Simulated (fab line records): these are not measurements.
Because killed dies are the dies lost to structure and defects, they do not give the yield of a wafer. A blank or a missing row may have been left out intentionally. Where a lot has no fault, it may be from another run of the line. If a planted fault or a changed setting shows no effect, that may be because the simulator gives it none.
fab line records :: flow n5-finfet
record
  lots=4
  wafers=12
  last-day=17
route steps=1938 shown BEOL_M11@1548
lots that met no fault: from a run of the same line without faults
start-h: start of the lot's first displayed wafer, in hours after the record's first day :: wait-h: time in hours since the lot's previous step :: " as in the row above :: L1.1+2: a row that stands for several wafers :: - no value, or no start given :: * or withheld: withheld :: < > ~ a bound
route shown NAME@n: names a module that has steps shown in the file, with the first one's number in the route :: usual: average and standard deviation across the fault-free wafers :: same: alike in all rows :: chamber/n: place in a boat :: sites: per-site readings :: _std_site: the standard deviation of these :: _edge_site: outer sites' mean less inner sites' :: radius-mm: for every site, how far away it sits from the centre of the wafer :: mask NAME#n: copy n :: behind: the tool/chamber that last shaped the wafer :: hold: why the lot was held/for how many hours/how that ended :: device: the transistor (n, p or np) that didn't switch :: end of line: at the end of the route, the tests of the same wafers :: a step given without rows: its recipe and nothing more :: killed: dies lost to structure and defects at the first sort, not the wafer's yield :: map: a wafer's dies, marking killed ones x, the rest . and places with no die _
set.NAME: the setting that was run; set.NAME@STEP: the one run at that earlier step :: model.NAME: the simulator's own value behind a step, which no gauge read
lots at some steps of the route; a table a step, a row a wafer
services: when a tool's chamber went out of use (start-h, in hours from the record's first day, below 0 if earlier), for how many hours, and the reason
## steps
# step N5_BEOL_M11_DEVELOP_10
# recipe
  develop-time-s=30
  developer=TMAH
  resist=CAR-ArF
  rinse-liquid=diw
  dry=air-spin
  dev-temp-c=23
# step N5_BEOL_M11_DESCUM_16
# recipe
  chemistry=O2
  time-s=7.9
  source-power-w=50
  bias-power-w=20
  pressure-mtorr=20
  rf-frequency-hz=2.712e+07
  temp-c=40
  resist=CAR-ArF
  o2-flow-sccm=225
# step N5_BEOL_M11_ETCH_61
# recipe
  chemistry=CF4
  target=SiARC
  target-depth-a=390
  mask-material=CAR-ArF
  time-s=65
  ion-energy-ev=80
  pressure-mtorr=40
  source-w=545
  bias-w=36
  Ar_flow_sccm=100
  cf4-flow-sccm=100
  ends=cleared
# step N5_BEOL_M11_ETCH_62
# recipe
  chemistry=N2/H2
  target=SOC
  target-depth-a=1100
  overetch-a=220
  mask-material=SiARC
  temp-c=40
  time-s=165
  ion-energy-ev=200
  pressure-mtorr=30
  source-w=840
  bias-w=150
  n2-flow-sccm=200
  h2-flow-sccm=200
# step N5_BEOL_M11_STRIP_68
# recipe
  chemistry=N2/H2
  temp-c=40
  n2-flow-sccm=200
  h2-flow-sccm=200
  rf-frequency-hz=6e+07
# step N5_BEOL_M11_STRIP_67
# recipe
  chemistry=CF4
  resist=SiARC
  power-w=300
  bias-power-w=75
  pressure-mtorr=50
  cf4-flow-sccm=150
  rf-frequency-hz=6e+07
# step N5_BEOL_M11_HM_OPEN_17
# recipe
  chemistry=Cl2/BCl3
  target-depth-a=200
  overetch-a=60
  target=TiN
  mask-material=SOC
  ion-energy-ev=150
  pressure-mtorr=10
  icp-w=1000
  bias-w=126
  Cl2_flow_sccm=53.25
  bcl3-flow-sccm=21.75
  Ar_flow_sccm=25
# step N5_BEOL_M11_STRIP_19
# recipe
  chemistry=O2
  power-w=400
  temp-c=40
  pressure-mtorr=30
  rf-frequency-hz=6e+07
  bias-power-w=0
  overash-fraction=0.2
  o2-flow-sccm=225
# step N5_BEOL_M11_COAT_63
# recipe
  resist=SOC
  temp-c=250
  time-s=60
  spin-rpm=1500
  resist-thk-nm=100
# usual
  dispense-pressure-kPa=49/4.4
  spin-speed-rpm=1500.0/1
lot.wafer: L608.4
tool: litho-track-01
chamber: 0
start-h: 304.73
wait-h: 0.4
dispense-pressure-kPa: 43
spin-speed-rpm: 1500.4
model.SOC_of_BEOL_M11_COAT_63.thk-nm: 100

lot.wafer: L608.5
tool: litho-track-01
chamber: 0
start-h: 304.73
wait-h: 0.4
dispense-pressure-kPa: 44
spin-speed-rpm: 1500.9
model.SOC_of_BEOL_M11_COAT_63.thk-nm: 100.2

lot.wafer: L608.6
tool: litho-track-01
chamber: 0
start-h: 304.73
wait-h: 0.4
dispense-pressure-kPa: 44
spin-speed-rpm: 1499.7
model.SOC_of_BEOL_M11_COAT_63.thk-nm: 100.2

lot.wafer: L613.1
tool: litho-track-01
chamber: 0
start-h: 339.22
wait-h: 1.6
dispense-pressure-kPa: 44
spin-speed-rpm: 1565.7
model.SOC_of_BEOL_M11_COAT_63.thk-nm: 98.2

lot.wafer: L613.3
tool: litho-track-01
chamber: 0
start-h: 339.22
wait-h: 1.6
dispense-pressure-kPa: 44
spin-speed-rpm: 1568.1
model.SOC_of_BEOL_M11_COAT_63.thk-nm: 98

lot.wafer: L613.5
tool: litho-track-01
chamber: 0
start-h: 339.22
wait-h: 1.6
dispense-pressure-kPa: 44
spin-speed-rpm: 1566.6
model.SOC_of_BEOL_M11_COAT_63.thk-nm: 98

lot.wafer: L615.2
tool: litho-track-01
chamber: 0
start-h: 346.23
wait-h: 1.1
dispense-pressure-kPa: 44
spin-speed-rpm: 1565.0
model.SOC_of_BEOL_M11_COAT_63.thk-nm: 98.2

lot.wafer: L615.3
tool: litho-track-01
chamber: 0
start-h: 346.23
wait-h: 1.1
dispense-pressure-kPa: 44
spin-speed-rpm: 1565.7
model.SOC_of_BEOL_M11_COAT_63.thk-nm: 98.4

lot.wafer: L615.5
tool: litho-track-01
chamber: 0
start-h: 346.23
wait-h: 1.1
dispense-pressure-kPa: 44
spin-speed-rpm: 1563.7
model.SOC_of_BEOL_M11_COAT_63.thk-nm: 98.2

lot.wafer: L617.1
tool: litho-track-04
chamber: 0
start-h: 367.03
wait-h: 2.2
dispense-pressure-kPa: 50
spin-speed-rpm: 1499.7
model.SOC_of_BEOL_M11_COAT_63.thk-nm: 99.6

lot.wafer: L617.5
tool: litho-track-04
chamber: 0
start-h: 367.03
wait-h: 2.2
dispense-pressure-kPa: 50
spin-speed-rpm: 1500.6
model.SOC_of_BEOL_M11_COAT_63.thk-nm: 99.8

lot.wafer: L617.6
tool: litho-track-04
chamber: 0
start-h: 367.03
wait-h: 2.2
dispense-pressure-kPa: 50
spin-speed-rpm: 1499.5
model.SOC_of_BEOL_M11_COAT_63.thk-nm: 100
# step N5_BEOL_M11_COAT_64
# recipe
  resist=SiARC
  temp-c=220
  time-s=60
  spin-rpm=1500
  resist-thk-nm=30
# step N5_BEOL_M11_COAT_22
# recipe
  resist=CAR-ArF
  spin-rpm=1500
  resist-thk-nm=90
# step N5_BEOL_M11_EBR_24
# recipe
  solvent=PGMEA
  ebr-width-mm=1.5
# step N5_BEOL_M11_SOFTBAKE_23
# recipe
  temp-c=110
  time-s=60
  resist=CAR-ArF
# step N5_BEOL_M11_EXPOSE_25
# recipe
  mask-id=V10
  na=1.35
  source-shape=annular
  sigma-inner=0.5
  sigma-outer=0.8
  polarization=unpolarized
  dose-mj=85.5
# step N5_BEOL_M11_PEB_26
# recipe
  peb-temp-c=withheld
  peb-time-s=60
  resist=CAR-ArF
# step N5_BEOL_M11_DEVELOP_27
# recipe
  develop-time-s=30
  developer=TMAH
  resist=CAR-ArF
  rinse-liquid=diw
  dry=air-spin
  dev-temp-c=23
# step N5_BEOL_M11_DESCUM_33
# recipe
  chemistry=O2
  time-s=7.9
  source-power-w=50
  bias-power-w=20
  pressure-mtorr=20
  rf-frequency-hz=2.712e+07
  temp-c=40
  resist=CAR-ArF
  o2-flow-sccm=225
# step N5_BEOL_M11_ETCH_65
# recipe
  chemistry=CF4
  target=SiARC
  target-depth-a=390
  mask-material=CAR-ArF
  time-s=65
  ion-energy-ev=80
  pressure-mtorr=40
  source-w=545
  bias-w=36
  Ar_flow_sccm=100
  cf4-flow-sccm=100
  ends=cleared
# step N5_BEOL_M11_ETCH_66
# recipe
  chemistry=N2/H2
  target=SOC
  target-depth-a=1200
  overetch-a=240
  mask-material=SiARC
  temp-c=40
  time-s=180
  ion-energy-ev=200
  pressure-mtorr=30
  source-w=840
  bias-w=150
  n2-flow-sccm=200
  h2-flow-sccm=200
# usual
  drypump-motor-current-A=5.8/0.6
  n2-flow-sccm=200.0/0.62
  oes-product-au=0.64/0.07
  rf-vpp-V=524.4/2.9
  showerhead-plenum-p-Torr=2.56/0.1
  throttle-valve-pct=17.77/0.22
lot.wafer: L608.4
tool: rie-diel-04
chamber: 1
start-h: 305.34
wait-h: 0.1
drypump-motor-current-A: 5.4
n2-flow-sccm: 200.4
oes-product-au: 0.69
rf-hours-counter-h: -
rf-vpp-V: 526.0
showerhead-plenum-p-Torr: 2.57
throttle-valve-pct: 17.66
model.etch.depth-nm: 100.1

lot.wafer: L608.5
tool: rie-diel-04
chamber: 0
start-h: 305.34
wait-h: 0.1
drypump-motor-current-A: 5.4
n2-flow-sccm: 200.1
oes-product-au: 0.60
rf-hours-counter-h: -
rf-vpp-V: 527.4
showerhead-plenum-p-Torr: 2.63
throttle-valve-pct: 18.10
model.etch.depth-nm: 100.1

lot.wafer: L608.6
tool: rie-diel-04
chamber: 2
start-h: 305.34
wait-h: 0.1
drypump-motor-current-A: 6.1
n2-flow-sccm: 199.4
oes-product-au: 0.77
rf-hours-counter-h: -
rf-vpp-V: 523.6
showerhead-plenum-p-Torr: 2.49
throttle-valve-pct: 17.64
model.etch.depth-nm: 100.1

lot.wafer: L613.1
tool: rie-diel-04
chamber: 2
start-h: 339.79
wait-h: 0.0
drypump-motor-current-A: 6.1
n2-flow-sccm: 200.1
oes-product-au: 0.73
rf-hours-counter-h: 26
rf-vpp-V: 522.8
showerhead-plenum-p-Torr: 2.49
throttle-valve-pct: 17.69
model.etch.depth-nm: 98.14

lot.wafer: L613.3
tool: rie-diel-04
chamber: 1
start-h: 339.79
wait-h: 0.0
drypump-motor-current-A: 5.4
n2-flow-sccm: 200.4
oes-product-au: 0.67
rf-hours-counter-h: 59
rf-vpp-V: 523.8
showerhead-plenum-p-Torr: 2.57
throttle-valve-pct: 17.68
model.etch.depth-nm: 97.95

lot.wafer: L613.5
tool: rie-diel-04
chamber: 2
start-h: 339.79
wait-h: 0.0
drypump-motor-current-A: 6.1
n2-flow-sccm: 199.9
oes-product-au: 0.73
rf-hours-counter-h: -
rf-vpp-V: 522.3
showerhead-plenum-p-Torr: 2.49
throttle-valve-pct: 17.68
model.etch.depth-nm: 98.02

lot.wafer: L615.2
tool: rie-diel-04
chamber: 0
start-h: 346.94
wait-h: 0.0
drypump-motor-current-A: 5.4
n2-flow-sccm: 200.9
oes-product-au: 0.58
rf-hours-counter-h: 215
rf-vpp-V: 524.7
showerhead-plenum-p-Torr: 2.63
throttle-valve-pct: 18.13
model.etch.depth-nm: 98.26

lot.wafer: L615.3
tool: rie-diel-04
chamber: 2
start-h: 346.94
wait-h: 0.0
drypump-motor-current-A: 6.1
n2-flow-sccm: 201.1
oes-product-au: 0.72
rf-hours-counter-h: 29
rf-vpp-V: 523.6
showerhead-plenum-p-Torr: 2.49
throttle-valve-pct: 17.69
model.etch.depth-nm: 98.5

lot.wafer: L615.5
tool: rie-diel-04
chamber: 0
start-h: 346.94
wait-h: 0.0
drypump-motor-current-A: 5.3
n2-flow-sccm: 200.2
oes-product-au: 0.58
rf-hours-counter-h: -
rf-vpp-V: 526.6
showerhead-plenum-p-Torr: 2.63
throttle-valve-pct: 18.14
model.etch.depth-nm: 98.15

lot.wafer: L617.1
tool: rie-diel-03
chamber: 2
start-h: 367.53
wait-h: 0.0
drypump-motor-current-A: 5.5
n2-flow-sccm: 200.5
oes-product-au: 0.56
rf-hours-counter-h: 249
rf-vpp-V: 522.8
showerhead-plenum-p-Torr: 2.50
throttle-valve-pct: 18.16
model.etch.depth-nm: 99.66

lot.wafer: L617.5
tool: rie-diel-03
chamber: 2
start-h: 367.53
wait-h: 0.0
drypump-motor-current-A: 5.5
n2-flow-sccm: 200.1
oes-product-au: 0.56
rf-hours-counter-h: -
rf-vpp-V: 522.0
showerhead-plenum-p-Torr: 2.50
throttle-valve-pct: 18.17
model.etch.depth-nm: 99.74

lot.wafer: L617.6
tool: rie-diel-03
chamber: 3
start-h: 367.53
wait-h: 0.0
drypump-motor-current-A: 6.5
n2-flow-sccm: 199.6
oes-product-au: 0.65
rf-hours-counter-h: -
rf-vpp-V: 525.9
showerhead-plenum-p-Torr: 2.68
throttle-valve-pct: 17.55
model.etch.depth-nm: 99.99
# step N5_BEOL_M11_STRIP_69
# recipe
  chemistry=N2/H2
  temp-c=40
  n2-flow-sccm=200
  h2-flow-sccm=200
  rf-frequency-hz=6e+07
# step N5_BEOL_M11_VIA_ETCH_34
# recipe
  chemistry=C4F6/O2
  target=SiCOH_lowk
  target-depth-a=1845
  mask-material=SOC
  taper-deg=4
  time-s=69.2
  ion-energy-ev=250
  pressure-mtorr=30
  source-w=345
  bias-w=185
  Ar_flow_sccm=300
  C4F6_flow_sccm=10
  O2_flow_sccm=10
# usual
  O2_flow_sccm=10.00/0.031
  drypump-motor-current-A=5.8/0.6
  mfc-ar-sccm=299.9/0.91
  oes-product-au=0.79/0.09
  rf-vpp-V=666/7.7
  showerhead-plenum-p-Torr=2.87/0.11
  throttle-valve-pct=20.87/0.19
lot.wafer: L608.4
tool: rie-diel-04
chamber: 1
start-h: 305.43
wait-h: 0.0
O2_flow_sccm: 10.02
drypump-motor-current-A: 5.4
mfc-ar-sccm: 299.2
oes-product-au: 0.87
rf-hours-counter-h: -
rf-vpp-V: 670
showerhead-plenum-p-Torr: 2.91
throttle-valve-pct: 20.94
model.SOC_of_BEOL_M11_COAT_63.thk-nm: 91.8

lot.wafer: L608.5
tool: rie-diel-04
chamber: 0
start-h: 305.43
wait-h: 0.0
O2_flow_sccm: 10.00
drypump-motor-current-A: 5.4
mfc-ar-sccm: 301.3
oes-product-au: 0.73
rf-hours-counter-h: -
rf-vpp-V: 660
showerhead-plenum-p-Torr: 2.94
throttle-valve-pct: 21.14
model.SOC_of_BEOL_M11_COAT_63.thk-nm: 92.2

lot.wafer: L608.6
tool: rie-diel-04
chamber: 2
start-h: 305.43
wait-h: 0.0
O2_flow_sccm: 10.00
drypump-motor-current-A: 6.1
mfc-ar-sccm: 298.7
oes-product-au: 0.94
rf-hours-counter-h: -
rf-vpp-V: 664
showerhead-plenum-p-Torr: 2.79
throttle-valve-pct: 20.73
model.SOC_of_BEOL_M11_COAT_63.thk-nm: 92.2

lot.wafer: L613.1
tool: rie-diel-04
chamber: 2
start-h: 339.91
wait-h: 0.0
O2_flow_sccm: 9.99
drypump-motor-current-A: 6.1
mfc-ar-sccm: 300.4
oes-product-au: 0.92
rf-hours-counter-h: 27
rf-vpp-V: 664
showerhead-plenum-p-Torr: 2.79
throttle-valve-pct: 20.78
model.SOC_of_BEOL_M11_COAT_63.thk-nm: 90

lot.wafer: L613.3
tool: rie-diel-04
chamber: 1
start-h: 339.91
wait-h: 0.0
O2_flow_sccm: 10.01
drypump-motor-current-A: 5.4
mfc-ar-sccm: 299.9
oes-product-au: 0.85
rf-hours-counter-h: 59
rf-vpp-V: 668
showerhead-plenum-p-Torr: 2.90
throttle-valve-pct: 20.96
model.SOC_of_BEOL_M11_COAT_63.thk-nm: 89.8

lot.wafer: L613.5
tool: rie-diel-04
chamber: 2
start-h: 339.91
wait-h: 0.0
O2_flow_sccm: 10.00
drypump-motor-current-A: 6.1
mfc-ar-sccm: 299.1
oes-product-au: 0.90
rf-hours-counter-h: -
rf-vpp-V: 665
showerhead-plenum-p-Torr: 2.79
throttle-valve-pct: 20.74
model.SOC_of_BEOL_M11_COAT_63.thk-nm: 90

lot.wafer: L615.2
tool: rie-diel-04
chamber: 0
start-h: 347.07
wait-h: 0.0
O2_flow_sccm: 10.01
drypump-motor-current-A: 5.4
mfc-ar-sccm: 301.0
oes-product-au: 0.72
rf-hours-counter-h: 215
rf-vpp-V: 657
showerhead-plenum-p-Torr: 2.94
throttle-valve-pct: 21.17
model.SOC_of_BEOL_M11_COAT_63.thk-nm: 90.4

lot.wafer: L615.3
tool: rie-diel-04
chamber: 2
start-h: 347.07
wait-h: 0.0
O2_flow_sccm: 9.97
drypump-motor-current-A: 6.1
mfc-ar-sccm: 300.2
oes-product-au: 0.91
rf-hours-counter-h: 29
rf-vpp-V: 664
showerhead-plenum-p-Torr: 2.79
throttle-valve-pct: 20.76
model.SOC_of_BEOL_M11_COAT_63.thk-nm: 90.4

lot.wafer: L615.5
tool: rie-diel-04
chamber: 0
start-h: 347.07
wait-h: 0.0
O2_flow_sccm: 9.98
drypump-motor-current-A: 5.4
mfc-ar-sccm: 299.6
oes-product-au: 0.72
rf-hours-counter-h: -
rf-vpp-V: 658
showerhead-plenum-p-Torr: 2.94
throttle-valve-pct: 21.17
model.SOC_of_BEOL_M11_COAT_63.thk-nm: 90.2

lot.wafer: L617.1
tool: rie-diel-03
chamber: 2
start-h: 367.66
wait-h: 0.0
O2_flow_sccm: 10.02
drypump-motor-current-A: 5.5
mfc-ar-sccm: 299.8
oes-product-au: 0.68
rf-hours-counter-h: 249
rf-vpp-V: 663
showerhead-plenum-p-Torr: 2.81
throttle-valve-pct: 21.16
model.SOC_of_BEOL_M11_COAT_63.thk-nm: 91.8

lot.wafer: L617.5
tool: rie-diel-03
chamber: 2
start-h: 367.66
wait-h: 0.0
O2_flow_sccm: 10.06
drypump-motor-current-A: 5.5
mfc-ar-sccm: 299.6
oes-product-au: 0.68
rf-hours-counter-h: -
rf-vpp-V: 663
showerhead-plenum-p-Torr: 2.81
throttle-valve-pct: 21.14
model.SOC_of_BEOL_M11_COAT_63.thk-nm: 91.8

lot.wafer: L617.6
tool: rie-diel-03
chamber: 3
start-h: 367.66
wait-h: 0.0
O2_flow_sccm: 10.05
drypump-motor-current-A: 6.4
mfc-ar-sccm: 299.6
oes-product-au: 0.81
rf-hours-counter-h: -
rf-vpp-V: 676
showerhead-plenum-p-Torr: 3.00
throttle-valve-pct: 20.68
model.SOC_of_BEOL_M11_COAT_63.thk-nm: 91.8
# step N5_BEOL_M11_STRIP_73
# recipe
  chemistry=C4F6/O2
  resist=SiARC
  rf-frequency-hz=6e+07
## services
tool: litho-track-01
chamber: -
start-h: 280.77
hours: -
kind: consumable-replace:filter

tool: rie-diel-04
chamber: 3
start-h: 295.36
hours: -
kind: clean

tool: rie-diel-04
chamber: 3
start-h: 295.36
hours: -
kind: consumable-replace:focus-ring

tool: rie-diel-04
chamber: 3
start-h: 295.36
hours: -
kind: consumable-replace:showerhead

tool: rie-diel-04
chamber: 3
start-h: 295.36
hours: 27.3
kind: scheduled-down

tool: rie-diel-04
chamber: 3
start-h: 295.36
hours: 27.3
kind: vent-cycle
## key
first-sign
  step=N5_BEOL_M11_COAT_63
  reading=spin-speed-rpm
  direction=up
  sigmas=64
  usual=*
  struck=*
effect none on later readings
model-effect
  step=N5_BEOL_M11_COAT_63
  value=SOC_of_BEOL_M11_COAT_63.thk-nm
  without=100.3
  struck=98.17
model-effect
  step=N5_BEOL_M11_ETCH_66
  value=etch.depth-nm
  without=100.3
  struck=98.17
model-effect
  step=N5_BEOL_M11_VIA_ETCH_34
  value=SOC_of_BEOL_M11_COAT_63.thk-nm
  without=92.3
  struck=90.13
met-at N5_BEOL_M11_COAT_63
struck-wafers L613.1,L613.3,L613.5,L615.2,L615.3,L615.5
onset-between 304.73 339.22
fault
  kind=process-parameter-drift
  tool=litho-track-01
  chamber=-
  onset-h=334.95
  steps=N5_BEOL_M11_COAT_63
  channel=spin-rpm
  offset=*
  shape=step
  end-h=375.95
  acts-in=*
  stated=*
